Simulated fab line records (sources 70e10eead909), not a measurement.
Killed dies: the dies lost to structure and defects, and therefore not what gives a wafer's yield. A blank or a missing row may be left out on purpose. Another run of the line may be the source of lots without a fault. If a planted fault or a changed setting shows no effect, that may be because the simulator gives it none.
fab line records	flow nandHarc
record lots=12	wafers=35	lastDay=33
route steps=1302 shown A_STAIRCASE@740 END@1302
lots that met no fault: taken from a fault-free run of the same line
startH: the number of hours between the record's first day and the start of the first shown wafer of the lot	waitH: hours elapsed since this lot's preceding step	" the same as in the row above	L1.1+2: a single row standing in for several wafers	- no value, or no start given	* or withheld: withheld	< > ~ a bound
route shown NAME@n: a module of which the file shows steps, and the number in the route of the first	usual: average and standard deviation across the fault-free wafers	same: alike in all rows	chamber/n: place in a boat	sites: per-site readings	_std_site: the values' standard deviation	_edge_site: the outer-site mean with the inner-site mean subtracted	radiusMm: for every site, how far away it sits from the centre of the wafer	mask NAME#n: copy n	behind: the tool/chamber that last shaped the wafer	hold: cause of the lot's hold/its duration in hours/its outcome	device: names the non-switching transistor (n, p or np)	end of line: the same wafers' tests at the end of the route	for a step that has no rows: nothing shown but its recipe	killed: at the first sort, the dies lost to defects and structure; wafer yield is something else	map: per-die view of a wafer (x killed, . not killed, _ where there is no die)
set.NAME: setting as actually run; set.NAME@STEP: the setting as run at that earlier step	model.NAME: the simulator's own value behind a step, which no gauge read
route steps across a sampled set of lots; one table per step, one row per wafer
services: when a tool's chamber went out of use (startH, in hours from the record's first day, below 0 if earlier), for how many hours, and the reason
## steps
# step NHARC_A_STAIRCASE_TRIM_226
# recipe timeS=211.2	o2FlowSccm=500	arFlowSccm=0	biasW=0	chemistry=O2
# usual drypumpMotorCurrentA=5.6/0.48	oesProductAu=1.000/0.0091	rfVppV=57.9/0.81	showerheadPlenumPTorr=3.54/0.11	throttleValvePct=17.036/0.0095
lot.wafer	tool	chamber	startH	waitH	drypumpMotorCurrentA	oesProductAu	rfHoursCounterH	rfVppV	showerheadPlenumPTorr	throttleValvePct
L771.4	rieDiel-09	0	-	-	5.2	0.999	16	57.2	3.48	17.041
L771.1	"	1	"	"	6.0	1.005	12	58.6	3.67	17.037
L771.6	"	0	"	"	5.2	1.009	-	57.8	3.48	17.040
L770.1	rieDiel-10	2	-	-	6.1	0.992	37	57.6	3.75	17.012
L770.2	"	3	"	"	4.7	0.994	35	57.8	3.52	17.031
L770.5	"	3	"	"	4.7	0.988	-	59.0	3.52	17.034
L772.3	rieDiel-03	1	-	-	5.7	1.000	29	58.4	3.38	17.042
L772.2	"	2	"	"	5.4	1.011	22	58.8	3.68	17.042
L772.4	"	3	"	"	5.9	1.012	28	57.8	3.67	17.022
L773.2	rieDiel-09	2	-	-	5.2	1.006	19	58.5	3.43	17.049
L773.1	"	3	"	"	5.6	1.006	19	58.1	3.61	17.025
L773.3	"	1	"	"	6.0	1.000	16	57.7	3.66	17.038
L775.2	rieDiel-03	3	-	-	5.9	1.009	42	59.6	3.66	17.039
L775.6	"	2	"	"	5.4	1.004	-	56.9	3.67	17.014
L775.5	"	3	"	"	5.9	1.005	-	58.3	3.66	17.048
L777.1	rieDiel-09	1	-	-	6.0	1.001	30	58.6	3.66	17.028
L777.3	"	3	"	"	5.6	0.999	30	57.9	3.60	17.032
L777.5	"	2	"	"	5.2	1.007	-	57.3	3.42	17.039
L778.4	rieDiel-10	0	-	-	5.5	0.991	8	59.5	3.55	17.048
L778.2	"	1	"	"	6.5	0.999	8	57.4	3.52	17.053
L778.5	"	3	"	"	4.7	0.988	-	58.7	3.50	17.040
L779.4	rieDiel-09	0	-	-	5.2	1.019	35	57.2	3.47	17.029
L779.1	"	2	"	"	5.2	1.019	38	57.1	3.42	17.057
L779.2	"	3	"	"	5.6	1.020	36	57.7	3.60	17.044
L786.6	rieDiel-10	2	-	-	6.1	0.997	-	58.8	3.72	17.031
L786.5	"	3	"	"	4.7	0.986	-	57.0	3.49	17.046
L788.4	rieDiel-09	2	-	-	5.2	0.992	8	58.8	3.41	17.032
L788.1	"	3	"	"	5.6	0.999	10	58.8	3.59	17.037
L788.6	"	0	"	"	5.2	1.003	-	57.1	3.45	17.024
L790.1	rieDiel-10	0	-	-	5.4	1.000	50	57.4	3.52	17.015
L790.3	"	3	"	"	4.7	1.000	48	57.5	3.48	17.034
L790.6	"	1	"	"	6.4	1.007	-	58.6	3.50	17.027
L792.1	rieDiel-10	2	-	-	6.1	1.000	61	58.9	3.71	17.031
L792.4	"	3	"	"	4.7	1.004	54	57.9	3.48	17.046
L792.6	"	1	"	"	6.4	1.006	-	57.0	3.49	17.023
# step NHARC_A_STAIRCASE_ETCH_230
# recipe targetDepthA=1000	timeS=40.5	ionEnergyEv=400	c4f8FlowSccm=20	o2FlowSccm=10	arFlowSccm=withheld	rfW=600	biasW=1000	chemistry=C4F8/O2
# usual oesProductAu=0.947/0.018	rfVppV=896/4.4	runLengthS=61.9/0.47
lot.wafer	tool	chamber	startH	waitH	oesProductAu	rfHoursCounterH	rfVppV	runLengthS
L771.1	rieDiel-03	0	371.03	0.3	0.924	28	888	62.0
L771.4	"	1	"	"	0.935	-	892	62.0
L771.6	"	0	"	"	0.940	-	889	61.5
L770.2	rieDiel-10	3	371.41	-	0.935	35	894	61.6
L770.1	"	0	"	"	0.944	34	896	61.9
L770.5	"	3	"	"	0.937	-	895	62.0
L772.4	rieDiel-10	3	385.84	-	0.959	39	896	61.2
L772.2	"	0	"	"	0.959	38	898	61.8
L772.3	"	1	"	"	0.960	37	897	62.4
L773.2	rieDiel-09	2	391.73	-	0.927	19	892	62.1
L773.1	"	3	"	"	0.938	19	900	62.4
L773.3	"	0	"	"	0.958	20	895	61.0
L775.2	rieDiel-03	3	423.79	-	0.950	42	901	62.8
L775.6	"	1	"	"	0.948	-	891	61.9
L775.5	"	2	"	"	0.944	-	901	61.5
L777.1	rieDiel-09	1	430.70	-	0.947	30	899	62.4
L777.3	"	2	"	"	0.949	32	892	61.9
L777.5	"	3	"	"	0.966	-	898	62.2
L778.2	rieDiel-10	2	451.67	-	0.943	9	904	61.9
L778.4	"	0	"	"	0.925	8	897	61.9
L778.5	"	2	"	"	0.927	-	902	62.3
L779.4	rieDiel-03	0	454.56	-	0.960	53	889	61.6
L779.1	"	1	"	"	0.963	50	890	62.0
L779.2	"	2	"	"	0.980	47	901	61.5
L786.6	rieDiel-09	2	535.11	-	0.954	-	893	64.0
L786.5	"	3	"	"	0.967	-	898	62.2
L788.4	rieDiel-03	2	542.40	-	0.926	22	902	61.2
L788.1	"	0	"	"	0.937	20	888	61.9
L788.6	"	2	"	"	0.920	-	900	61.7
L790.3	rieDiel-03	1	565.85	-	0.941	28	889	61.8
L790.1	"	3	"	"	0.971	27	899	63.1
L790.6	"	1	"	"	0.943	-	890	61.8
L792.1	rieDiel-10	0	590.49	-	0.954	59	896	62.3
L792.4	"	3	"	"	0.938	55	894	61.4
L792.6	"	1	"	"	0.945	-	895	62.2
# step NHARC_A_STAIRCASE_ETCH_232
# recipe targetDepthA=1000	timeS=40.5	ionEnergyEv=400	c4f8FlowSccm=20	o2FlowSccm=10	arFlowSccm=withheld	rfW=600	biasW=1000	chemistry=C4F8/O2
# usual oesProductAu=0.943/0.012	rfVppV=896/4.3	runLengthS=61.8/0.49
lot.wafer	tool	chamber	startH	waitH	oesProductAu	rfHoursCounterH	rfVppV	runLengthS
L771.1	rieDiel-03	0	-	-	0.933	28	890	61.4
L771.4	"	1	"	"	0.947	-	891	62.5
L771.6	"	0	"	"	0.927	-	890	62.1
L770.1	rieDiel-10	2	-	-	0.938	38	904	62.2
L770.2	"	3	"	"	0.936	35	894	61.9
L770.5	"	0	"	"	0.939	-	896	62.0
L772.2	rieDiel-10	2	-	-	0.937	41	904	62.0
L772.3	"	3	"	"	0.938	39	897	61.3
L772.4	"	0	"	"	0.946	38	897	62.4
L773.2	rieDiel-09	3	-	-	0.942	19	901	61.8
L773.1	"	1	"	"	0.928	16	902	62.1
L773.3	"	2	"	"	0.937	19	893	61.6
L775.2	rieDiel-03	2	-	-	0.941	37	901	61.1
L775.6	"	2	"	"	0.936	-	901	61.2
L775.5	"	3	"	"	0.933	-	901	62.6
L777.3	rieDiel-09	3	-	-	0.960	30	898	61.8
L777.1	"	0	"	"	0.962	33	894	61.0
L777.5	"	0	"	"	0.961	-	894	61.3
L778.2	rieDiel-10	2	-	-	0.932	9	903	62.3
L778.4	"	3	"	"	0.946	9	895	61.5
L778.5	"	0	"	"	0.937	-	895	62.1
L779.2	rieDiel-03	3	-	-	0.968	51	902	62.4
L779.1	"	0	"	"	0.956	54	889	61.6
L779.4	"	1	"	"	0.961	50	890	62.5
L786.5	rieDiel-09	0	-	-	0.954	-	893	61.1
L786.6	"	1	"	"	0.947	-	900	61.5
L788.1	rieDiel-03	0	-	-	0.938	20	889	61.3
L788.4	"	1	"	"	0.934	20	890	61.9
L788.6	"	3	"	"	0.935	-	900	62.6
L790.1	rieDiel-03	2	-	-	0.944	27	901	61.5
L790.3	"	3	"	"	0.940	27	898	62.4
L790.6	"	1	"	"	0.948	-	889	61.9
L792.1	rieDiel-10	0	-	-	0.938	59	895	62.4
L792.4	"	2	"	"	0.932	62	902	62.5
L792.6	"	1	"	"	0.932	-	894	62.5
# step NHARC_A_STAIRCASE_ETCH_234
# recipe targetDepthA=1000	timeS=40.5	ionEnergyEv=400	c4f8FlowSccm=20	o2FlowSccm=10	arFlowSccm=withheld	rfW=600	biasW=1000	chemistry=C4F8/O2
# usual oesProductAu=0.942/0.013	rfVppV=896/4.4	runLengthS=61.9/0.48
lot.wafer	tool	chamber	startH	waitH	oesProductAu	rfHoursCounterH	rfVppV	runLengthS
L771.1	rieDiel-03	0	-	-	0.931	28	890	61.7
L771.4	"	0	"	"	0.922	-	889	61.7
L771.6	"	0	"	"	0.927	-	890	61.4
L770.2	rieDiel-10	0	-	-	0.944	35	896	62.1
L770.1	"	2	"	"	0.943	38	903	62.4
L770.5	"	2	"	"	0.943	-	903	62.3
L772.3	rieDiel-10	1	-	-	0.958	38	896	62.8
L772.4	"	2	"	"	0.951	42	904	62.1
L772.2	"	3	"	"	0.937	39	896	61.1
L773.3	rieDiel-09	3	-	-	0.950	19	901	62.6
L773.2	"	0	"	"	0.945	21	894	60.9
L773.1	"	2	"	"	0.962	19	893	61.8
L775.2	rieDiel-03	0	-	-	0.948	45	888	61.4
L775.6	"	2	"	"	0.946	-	902	61.2
L775.5	"	3	"	"	0.959	-	900	62.4
L777.1	rieDiel-09	0	-	-	0.966	33	893	60.9
L777.3	"	2	"	"	0.961	32	892	61.8
L777.5	"	0	"	"	0.961	-	893	61.4
L778.4	rieDiel-10	0	-	-	0.946	8	896	61.9
L778.2	"	1	"	"	0.934	8	896	62.4
L778.5	"	2	"	"	0.942	-	903	62.1
L779.4	rieDiel-03	1	-	-	0.938	51	891	62.2
L779.2	"	2	"	"	0.950	47	901	61.0
L779.1	"	3	"	"	0.959	52	901	62.6
L786.6	rieDiel-09	0	-	-	0.950	-	894	61.2
L786.5	"	1	"	"	0.947	-	897	61.5
L788.1	rieDiel-03	1	-	-	0.927	20	890	62.3
L788.4	"	2	"	"	0.934	22	899	61.4
L788.6	"	2	"	"	0.944	-	900	61.1
L790.3	rieDiel-03	2	-	-	0.922	27	901	61.1
L790.1	"	3	"	"	0.915	27	898	62.5
L790.6	"	0	"	"	0.930	-	887	61.8
L792.4	rieDiel-10	3	-	-	0.925	55	893	61.4
L792.1	"	0	"	"	0.955	59	897	61.9
L792.6	"	2	"	"	0.932	-	904	62.2
# step NHARC_END_SORT_01
# recipe tempC=25
# usual killedAtArray=57/20	killedAtOther=1.3/1.4	killedAtPeriphery=3.4/2.4	killedDies=61/19	killedOpen=2.9/1.8	killedShort=2.5/1.6
# same grossDies=677
lot.wafer	tool	chamber	startH	waitH	killedAtArray	killedAtOther	killedAtPeriphery	killedDies	killedOpen	killedShort
L777.1	prober-02	0	635.76	2.5	45	0	4	49	1	3
L777.3	prober-02	0	637.37	3.1	70	0	4	74	2	1
L777.5	prober-02	0	638.99	3.7	72	0	2	74	5	2
L788.1	prober-01	0	734.41	2.5	46	1	11	58	4	2
L788.4	prober-01	0	736.76	3.4	41	0	3	44	2	3
L788.6	prober-01	0	738.34	3.9	45	2	5	52	6	2
L786.5	prober-02	0	737.67	3.7	75	0	5	80	7	9
L786.6	prober-02	0	738.47	4.0	82	1	3	86	3	5
L790.1	prober-02	0	770.57	2.5	59	0	1	60	3	2
L790.3	prober-02	0	772.18	3.1	55	1	1	57	2	0
L790.6	prober-02	0	774.59	4.0	61	1	2	64	3	2
# killed by level:class
L777.1 A_CHANNEL_HOLE_D2:chamberFilmFlake=17 A_CHANNEL_HOLE_D1:chamberFilmFlake=15 P_CONTACT:chamberFilmFlake=3 A_M0:chamberFilmFlake=3 A_SLIT:chamberFilmFlake=2 A_WL_FILL:chamberFilmFlake=2 A_DECK1_JOINT:geometricParticle:open=1 A_ONON_D2:geometricParticle:short=1
L777.3 A_CHANNEL_HOLE_D2:chamberFilmFlake=34 A_CHANNEL_HOLE_D1:chamberFilmFlake=27 P_CONTACT:chamberFilmFlake=3 A_CONTACT:chamberFilmFlake=2 A_M0:chamberFilmFlake=2 P_STI:geometricParticle:short=1 A_ONON_D1:geometricParticle:open=1 A_ONON_D2:geometricParticle:open=1
L777.5 A_CHANNEL_HOLE_D2:chamberFilmFlake=33 A_CHANNEL_HOLE_D1:chamberFilmFlake=29 A_CONTACT:chamberFilmFlake=3 P_M2:geometricParticle:open=1 A_ONON_D1:geometricParticle:open=1 A_ONON_D2:geometricParticle:short=1 A_SLIT:geometricParticle:open=1 A_WL_FILL:geometricParticle:short=1
L788.1 A_CHANNEL_HOLE_D2:chamberFilmFlake=25 A_CHANNEL_HOLE_D1:chamberFilmFlake=14 P_STI:chamberFilmFlake=4 P_M2:chamberFilmFlake=3 P_ZERO_WELL:chamberFilmFlake=2 A_CHANNEL_FILL_D1:chamberFilmFlake=2 P_GATE:geometricParticle:open=1 P_CONTACT:geometricParticle:open=1
L788.4 A_CHANNEL_HOLE_D2:chamberFilmFlake=19 A_CHANNEL_HOLE_D1:chamberFilmFlake=11 A_SLIT:chamberFilmFlake=4 A_WL_FILL:geometricParticle:short=2 P_M2:chamberFilmFlake=2 A_DECK1_JOINT:chamberFilmFlake=2 P_M0:geometricParticle:short=1 A_DECK1_JOINT:geometricParticle:open=1
L786.5 A_SLIT:chamberFilmFlake=29 A_CHANNEL_HOLE_D2:chamberFilmFlake=15 A_CHANNEL_HOLE_D1:chamberFilmFlake=11 A_CHANNEL_FILL_D1:geometricParticle:short=5 P_CONTACT:geometricParticle:open=2 A_CHANNEL_FILL_D1:geometricParticle:open=2 A_WL_FILL:geometricParticle:short=2 P_ZERO_WELL:chamberFilmFlake=2
L788.6 A_CHANNEL_HOLE_D2:chamberFilmFlake=25 A_CHANNEL_HOLE_D1:chamberFilmFlake=11 P_GATE:geometricParticle:open=3 A_SLIT:chamberFilmFlake=3 A_CONTACT:chamberFilmFlake=3 P_CONTACT:geometricParticle:open=1 P_M0:geometricParticle:open=1 A_WL_FILL:geometricParticle:short=1
L786.6 A_SLIT:chamberFilmFlake=29 A_CHANNEL_HOLE_D2:chamberFilmFlake=24 A_CHANNEL_HOLE_D1:chamberFilmFlake=7 A_DECK1_JOINT:chamberFilmFlake=4 A_BLC:chamberFilmFlake=4 A_SGD_CUT:chamberFilmFlake=3 A_CONTACT:chamberFilmFlake=3 P_STI:geometricParticle:short=1
L790.1 A_CHANNEL_HOLE_D2:chamberFilmFlake=32 A_CHANNEL_HOLE_D1:chamberFilmFlake=12 A_SLIT:chamberFilmFlake=8 A_DECK1_JOINT:chamberFilmFlake=2 P_CONTACT:geometricParticle:open=1 A_CHANNEL_FILL_D2:geometricParticle:short=1 A_WL_FILL:geometricParticle:open=1 A_WL_FILL:geometricParticle:short=1
L790.3 A_CHANNEL_HOLE_D2:chamberFilmFlake=25 A_CHANNEL_HOLE_D1:chamberFilmFlake=11 A_SLIT:chamberFilmFlake=10 A_ZERO_WELL:chamberFilmFlake=2 A_CONTACT:chamberFilmFlake=2 A_ONON_D1:geometricParticle:open=1 A_ONON_D2:geometricParticle:open=1 P_ZERO_WELL:chamberFilmFlake=1
L790.6 A_CHANNEL_HOLE_D2:chamberFilmFlake=36 A_CHANNEL_HOLE_D1:chamberFilmFlake=14 A_SLIT:chamberFilmFlake=3 A_M1:geometricParticle:open=2 P_M2:geometricParticle:open=1 A_CHANNEL_HOLE_D2:geometricParticle:short=1 A_SGD_CUT:geometricParticle:short=1 P_ZERO_WELL:chamberFilmFlake=1
## services
tool	chamber	startH	hours	kind
rieDiel-09	1	355.22	3.2	repair
rieDiel-03	0	365.02	-	clean
rieDiel-03	1	365.02	-	clean
rieDiel-03	2	365.02	-	clean
rieDiel-03	3	365.02	-	clean
rieDiel-10	1	369.32	8.0	repair
rieDiel-03	2	369.93	12.0	repair
rieDiel-03	3	370.39	2.1	repair
rieDiel-10	1	378.72	2.8	repair
rieDiel-09	-	387.69	0.7	repair
rieDiel-03	0	389.52	-	clean
rieDiel-03	1	389.52	-	clean
rieDiel-03	2	389.52	-	clean
rieDiel-03	-	395.41	1.0	repair
rieDiel-03	1	403.32	2.8	repair
rieDiel-03	3	408.20	4.4	repair
rieDiel-09	0	431.92	13.8	repair
rieDiel-03	-	459.60	9.0	pm
rieDiel-09	-	502.82	9.0	pm
rieDiel-10	1	506.13	3.3	repair
rieDiel-09	-	533.00	1.8	repair
rieDiel-09	0	537.11	4.2	repair
rieDiel-10	3	552.44	4.8	repair
rieDiel-10	1	565.58	7.9	repair
## key
firstSign step=NHARC_A_STAIRCASE_ETCH_230	reading=runLengthS	direction=up	sigmas=4.6	usual=*	struck=*
effect none on later readings
metAt NHARC_A_STAIRCASE_ETCH_230
struckLots L786
struckWafers L786.6
testerLeftOut L786
notActingAt NHARC_A_STAIRCASE_TRIM_226,NHARC_A_STAIRCASE_ETCH_232,NHARC_A_STAIRCASE_ETCH_234
onsetBetween 430.70 535.11
fault kind=processParameterDrift	tool=rieDiel-09	chamber=2	onsetH=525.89	steps=NHARC_A_STAIRCASE_ETCH_230	channel=timeS	offset=*	shape=step	endH=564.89	actsIn=*	stated=*
# testerLeftOut: of these lots the tester's yield and bins aren't shown, on N5 and GAA mostly nor the transistor test; their killed dies are dies lost to structure and defects alone, not to doping, threshold or leakage, so they don't give the yield
